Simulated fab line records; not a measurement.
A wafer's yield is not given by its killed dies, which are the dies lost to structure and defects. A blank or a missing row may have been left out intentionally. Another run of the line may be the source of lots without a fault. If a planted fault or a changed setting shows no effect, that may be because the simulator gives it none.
Chamber matching / flow n5Finfet / N5_SDB_ETCH_25 on rieDiel-06: 4 sister chambers
The step etches SiO2 in C4F6/O2, target depth 10 nm, time 3.3 s. 8 wafers are shown with their chamber, then 10 later ones without.

## EACH WAFER AND ITS CHAMBER
wafer=L081.4; chamber=1; showerheadPlenumPTorr (Torr)=2.90; rfVppV (V)=682
wafer=L082.3; chamber=2; showerheadPlenumPTorr (Torr)=2.79; rfVppV (V)=670
wafer=L082.4; chamber=0; showerheadPlenumPTorr (Torr)=2.80; rfVppV (V)=678
wafer=L085.3; chamber=2; showerheadPlenumPTorr (Torr)=2.79; rfVppV (V)=670
wafer=L085.5; chamber=0; showerheadPlenumPTorr (Torr)=2.79; rfVppV (V)=677
wafer=L085.6; chamber=3; showerheadPlenumPTorr (Torr)=2.83; rfVppV (V)=682
wafer=L088.1; chamber=1; showerheadPlenumPTorr (Torr)=2.90; rfVppV (V)=680
wafer=L088.5; chamber=3; showerheadPlenumPTorr (Torr)=2.82; rfVppV (V)=680

## WAFERS MISSING THEIR CHAMBER
wafer=L088.6; showerheadPlenumPTorr (Torr)=2.79; rfVppV (V)=670
wafer=L094.2; showerheadPlenumPTorr (Torr)=2.78; rfVppV (V)=671
wafer=L094.3; showerheadPlenumPTorr (Torr)=2.78; rfVppV (V)=676
wafer=L094.4; showerheadPlenumPTorr (Torr)=2.82; rfVppV (V)=683
wafer=L096.3; showerheadPlenumPTorr (Torr)=2.89; rfVppV (V)=680
wafer=L096.4; showerheadPlenumPTorr (Torr)=2.82; rfVppV (V)=680
wafer=L096.5; showerheadPlenumPTorr (Torr)=2.82; rfVppV (V)=681
wafer=L097.2; showerheadPlenumPTorr (Torr)=2.78; rfVppV (V)=670
wafer=L097.4; showerheadPlenumPTorr (Torr)=2.78; rfVppV (V)=676
wafer=L097.5; showerheadPlenumPTorr (Torr)=2.78; rfVppV (V)=676

## EACH ONE'S CHAMBER
wafer=L088.6; from the rows above=2; in truth=2
wafer=L094.2; from the rows above=2; in truth=2
wafer=L094.3; from the rows above=0; in truth=0
wafer=L094.4; from the rows above=3; in truth=3
wafer=L096.3; from the rows above=1; in truth=1
wafer=L096.4; from the rows above=3; in truth=3
wafer=L096.5; from the rows above=3; in truth=3
wafer=L097.2; from the rows above=2; in truth=2
wafer=L097.4; from the rows above=0; in truth=0
wafer=L097.5; from the rows above=0; in truth=0
Correctly placed: 10 of 10. From these rows, 0 cannot be placed. Number placed wrongly: 0.
How it was worked out, from the rows above alone: a wafer's distance from a chamber is the root of the sum, over the readings, of the square of ((its reading less the chamber's mean) divided by the reading's scatter). The wafer belongs to the nearest chamber; if the next one is less than 2 further off, it can't be placed. Each chamber's mean is taken over the wafers shown for it. How the scatter is found: for the shown wafers, subtract from each reading the mean of its chamber, square and add these, divide the total by (wafers less chambers), then take the root.
